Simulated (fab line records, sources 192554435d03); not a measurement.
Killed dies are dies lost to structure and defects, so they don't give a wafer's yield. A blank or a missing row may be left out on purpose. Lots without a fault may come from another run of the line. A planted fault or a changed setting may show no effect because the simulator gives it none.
fab line records | flow n5_finfet | part 2 of 2: steps 30 to 35 of 35
record lots=5 wafers=15 last_day=17
route steps=1938 shown STI_FIN_REVEAL@210 DUMMY_GATE@212
lots that met no fault: from a run of the same line without faults
start_h: hours from the record's first day to the start of the lot's first wafer shown | wait_h: hours since the lot's step before | " the same as in the row above | L1.1+2: a row that stands for several wafers | - no value, or no start given | * or withheld: withheld | < > ~ a bound
route shown NAME@n: a module of which the file shows steps, and the number in the route of the first | usual: mean/standard deviation of fault-free wafers | same: alike in all rows | chamber/n: place in a boat | sites: the reading at each site | _std_site: their standard deviation | _edge_site: outer sites' mean less inner sites' | radius_mm: how far each site lies from the wafer's centre | mask NAME#n: copy n | behind: the tool/chamber that last shaped the wafer | hold: why the lot was held/for how many hours/how that ended | device: the transistor (n, p or np) that didn't switch | end of line: the same wafers' tests at the end of the route | a step without rows: its recipe alone | killed: dies lost to structure and defects at the first sort, not the wafer's yield | map: a wafer's dies, x killed, . not, _ none there
set.NAME: the setting as run; set.NAME@STEP: as run at that earlier step | model.NAME: the simulator's own value behind a step, which no gauge read
lots at some steps of the route; a table a step, a row a wafer
services: from which hour (start_h, from the record's first day; less than 0 if before it) a tool's chamber was out of use, for how many hours, and why
## steps
# step N5_DUMMY_GATE_STRIP_39
# recipe chemistry=N2/H2 temp_c=40 n2_flow_sccm=200 h2_flow_sccm=200 rf_frequency_hz=6e+07
# columns lot.wafer tool chamber start_h wait_h
L077.3+4+6 rie_diel-03 0,3,1 63.88 0.0
L082.3+4+5 rie_diel-02 2,2,3 99.74 0.0
L092.1+4+6 rie_diel-03 0,2,0 156.06 0.0
L093.1+2+4 rie_diel-06 3,2,1 161.28 0.0
L095.1+2+6 rie_diel-03 2,0,2 171.42 0.0
# step N5_DUMMY_GATE_TRIM_49
# recipe chemistry=O2 resist=SOC time_s=29 target_cd_nm=14 source_power_w=300 bias_power_w=0 O2_flow_sccm=100 temp_c=20
# usual drypump_motor_current_A=5.6/0.47 oes_product_au=0.999/0.026 throttle_valve_pct=8.15/0.17
# same bias_power_w=0
# columns lot.wafer tool chamber start_h wait_h drypump_motor_current_A oes_product_au rf_hours_counter_h throttle_valve_pct
L077.3 rie_si-06 0 63.91 0.0 4.9 1.047 184 8.20
L077.4 " 2 " " 5.6 0.974 43 8.03
L077.6 " 0 " " 4.9 1.041 - 8.18
L082.3 rie_si-02 2 99.77 0.0 5.7 0.967 127 8.19
L082.4 " 0 " " 5.8 1.001 128 8.01
L082.5 " 1 " " 6.0 0.971 - 8.07
L092.1 rie_si-02 3 156.10 0.0 5.2 1.007 78 8.37
L092.4 " 2 " " 5.7 0.971 128 8.19
L092.6 " 0 " " 5.8 1.001 - 8.03
L093.1 rie_si-06 0 161.31 0.0 4.9 1.059 186 8.21
L093.2 " 3 " " 6.5 1.020 158 8.45
L093.4 " 1 " " 5.4 1.007 31 7.97
L095.1 rie_si-06 0 171.45 0.0 4.9 1.046 186 8.19
L095.2 " 1 " " 5.4 1.001 32 7.99
L095.6 " 0 " " 4.9 1.046 - 8.20
# step N5_DUMMY_GATE_STRIP_40
# recipe chemistry=CF4 resist=SiARC power_w=300 bias_power_w=75 pressure_mtorr=50 cf4_flow_sccm=150 rf_frequency_hz=6e+07
# usual bias_power_w=75.00/0.21 cf4_flow_sccm=150.0/0.44 drypump_motor_current_A=5.86/0.25 oes_product_au=0.76/0.061 power_w=299.9/0.83 rf_vpp_V=271.4/1.4 showerhead_plenum_p_Torr=1.81/0.047 throttle_valve_pct=13.60/0.21
# columns lot.wafer tool chamber start_h wait_h bias_power_w cf4_flow_sccm drypump_motor_current_A oes_product_au power_w rf_hours_counter_h rf_vpp_V showerhead_plenum_p_Torr throttle_valve_pct
L077.3 rie_diel-03 1 64.00 0.1 75.04 150.6 5.45 0.72 300.4 173 273.4 1.77 13.79
L077.4 " 2 " " 75.01 150.1 6.06 0.82 298.9 54 272.7 1.84 13.52
L077.6 " 3 " " 75.18 149.8 5.83 0.73 300.2 - 272.8 1.86 13.57
L082.3 rie_diel-02 1 100.22 0.4 74.57 150.0 5.98 0.86 299.6 34 273.0 1.90 13.25
L082.4 " 3 " " 74.96 150.7 6.17 0.68 299.5 - 270.2 1.78 13.78
L082.5 " 2 " " 74.88 150.3 5.98 0.76 300.8 - 270.2 1.78 13.26
L092.1 rie_diel-03 0 156.20 0.1 75.19 150.1 5.70 0.76 300.9 159 269.3 1.74 13.70
L092.4 " 1 " " 74.84 149.4 5.46 0.69 299.2 199 270.2 1.76 13.84
L092.6 " 3 " " 74.87 149.3 5.85 0.71 300.3 - 272.2 1.85 13.60
L093.1 rie_diel-03 0 161.43 0.1 75.36 150.1 5.69 0.76 300.9 161 270.8 1.74 13.71
L093.2 " 2 " " 74.88 149.6 6.00 0.79 300.0 80 271.6 1.83 13.60
L093.4 " 1 " " 74.96 151.2 5.47 0.70 299.6 200 271.2 1.76 13.87
L095.1 rie_diel-03 1 171.55 0.1 75.07 150.0 5.47 0.70 301.4 202 270.7 1.76 13.88
L095.2 " 0 " " 75.12 150.8 5.72 0.75 300.3 163 270.9 1.74 13.71
L095.6 " 2 " " 75.31 150.3 6.02 0.79 299.6 - 271.3 1.83 13.61
# step N5_DUMMY_GATE_CD_MEAS_50
# recipe target_cd_nm=14
# usual cd_nm=13.8/0.55
# columns lot.wafer tool chamber start_h wait_h cd_nm
L077.3 cd_sem-01 - 64.06 0.0 14.2
L077.4 " - " " 14.6
L077.6 " - " " 14.3
L082.3 cd_sem-01 - 100.27 0.0 12.8
L082.4 " - " " 12.7
L082.5 " - " " 13.4
L092.1 cd_sem-03 - 156.25 0.0 14.9
L092.4 " - " " 13.1
L092.6 " - " " 14.0
L093.1 cd_sem-02 - 161.48 0.0 13.6
L093.2 " - " " 13.3
L093.4 " - " " 14.0
L095.1 cd_sem-01 - 171.60 0.0 12.9
L095.2 " - " " 13.7
L095.6 " - " " 13.1
# step N5_DUMMY_GATE_ETCH_31
# recipe chemistry=C4F6/O2 target=SiO2 mask_material=SOC target_depth_a=825 time_s=27.5 ion_energy_ev=250 pressure_mtorr=30 source_w=345 bias_w=185 Ar_flow_sccm=300 C4F6_flow_sccm=10 O2_flow_sccm=10
# usual drypump_motor_current_A=5.96/0.28 oes_f_703_au=0.78/0.07 oes_product_au=0.77/0.075 rf_vpp_V=664/23 showerhead_plenum_p_Torr=2.87/0.068 throttle_valve_pct=21.11/0.21
# columns lot.wafer tool chamber start_h wait_h drypump_motor_current_A oes_f_703_au oes_product_au rf_hours_counter_h rf_vpp_V showerhead_plenum_p_Torr throttle_valve_pct
L077.3 rie_diel-03 3 64.10 0.0 5.86 0.74 0.73 191 677 2.91 20.83
L077.4 " 2 " " 6.04 0.88 0.84 54 617 2.90 21.13
L077.6 " 2 " " 6.05 0.88 0.83 - 617 2.90 21.14
L082.3 rie_diel-02 1 100.64 0.4 5.95 0.89 0.89 35 685 3.01 20.88
L082.4 " 3 " " 6.13 0.73 0.68 - 620 2.82 21.17
L082.5 " 1 " " 5.97 0.88 0.88 - 686 3.01 20.89
L092.1 rie_diel-03 0 156.34 0.1 5.77 0.77 0.78 159 668 2.74 21.26
L092.4 " 2 " " 6.03 0.84 0.82 79 616 2.89 21.18
L092.6 " 3 " " 5.84 0.72 0.71 - 676 2.89 20.85
L093.1 rie_diel-06 2 161.53 0.0 6.05 0.77 0.72 192 658 2.79 21.02
L093.2 " 1 " " 6.52 0.83 0.86 49 693 2.92 21.00
L093.4 " 3 " " 5.78 0.68 0.69 209 652 2.84 21.51
L095.1 rie_diel-06 0 171.65 0.0 5.79 0.76 0.73 170 667 2.93 21.11
L095.2 " 1 " " 6.50 0.82 0.86 53 694 2.92 21.00
L095.6 " 3 " " 5.78 0.68 0.69 - 653 2.84 21.53
# step N5_DUMMY_GATE_STRIP_41
# recipe chemistry=O2 power_w=400 temp_c=40 pressure_mtorr=30 rf_frequency_hz=6e+07 bias_power_w=0 overash_fraction=0.3 o2_flow_sccm=225
# usual drypump_motor_current_A=5.95/0.28 oes_product_au=0.77/0.079 rf_vpp_V=3.7/0.44 showerhead_plenum_p_Torr=2.12/0.054 throttle_valve_pct=16.66/0.26
# same bias_power_w=0
# columns lot.wafer tool chamber start_h wait_h drypump_motor_current_A oes_product_au rf_hours_counter_h rf_vpp_V showerhead_plenum_p_Torr throttle_valve_pct
L077.3 rie_diel-03 3 64.15 0.0 5.83 0.72 191 3.8 2.18 16.64
L077.4 " 2 " " 6.05 0.84 54 3.1 2.11 16.48
L077.6 " 2 " " 6.04 0.84 - 3.3 2.11 16.47
L082.3 rie_diel-02 1 100.69 0.0 5.99 0.86 35 3.7 2.20 16.22
L082.4 " 3 " " 6.15 0.68 - 4.2 2.07 16.70
L082.5 " 1 " " 5.97 0.86 - 4.5 2.20 16.25
L092.1 rie_diel-03 0 156.38 0.0 5.74 0.76 160 3.8 2.02 16.78
L092.4 " 2 " " 6.04 0.82 79 3.5 2.10 16.50
L092.6 " 3 " " 5.82 0.70 - 3.9 2.17 16.69
L093.1 rie_diel-06 2 161.58 0.0 6.03 0.70 192 3.8 2.09 16.85
L093.2 " 1 " " 6.50 0.88 49 3.2 2.13 16.30
L093.4 " 3 " " 5.78 0.71 209 3.5 2.09 17.06
L095.1 rie_diel-06 0 171.69 0.0 5.79 0.71 170 3.7 2.20 16.87
L095.2 " 1 " " 6.49 0.86 53 3.6 2.13 16.32
L095.6 " 3 " " 5.81 0.70 - 4.1 2.09 17.05
## services
# columns tool chamber start_h hours kind
euv_scanner-01 - 40.42 5.8 pm
cmp-03 - 42.01 0.9 repair
rie_diel-02 3 44.06 5.9 repair
rie_diel-03 0 47.69 2.1 repair
euv_scanner-01 - 49.30 1.0 pm
cmp-03 - 50.71 6.3 pm
cmp-02 - 52.29 0.9 repair
rie_diel-06 2 58.47 8.6 repair
rie_si-06 - 61.08 2.8 pm
cmp-02 - 65.60 2.1 repair
euv_scanner-02 - 67.43 1.0 pm
cmp-03 - 68.20 0.2 repair
pecvd-03 - 68.29 1.2 repair
cmp-02 - 68.38 4.7 pm
ald_sin-02 1 69.29 7.8 repair
euv_scanner-02 - 74.50 0.3 repair
rie_diel-02 0 84.26 23.0 repair
ald_sin-04 - 85.70 14.0 pm
euv_scanner-02 - 101.80 5.8 pm
euv_scanner-01 - 107.58 1.0 pm
wet_bench-01 - 108.82 2.7 repair
pecvd-04 - 121.15 2.5 repair
euv_scanner-01 - 132.54 1.4 repair
euv_scanner-01 - 161.60 1.0 pm
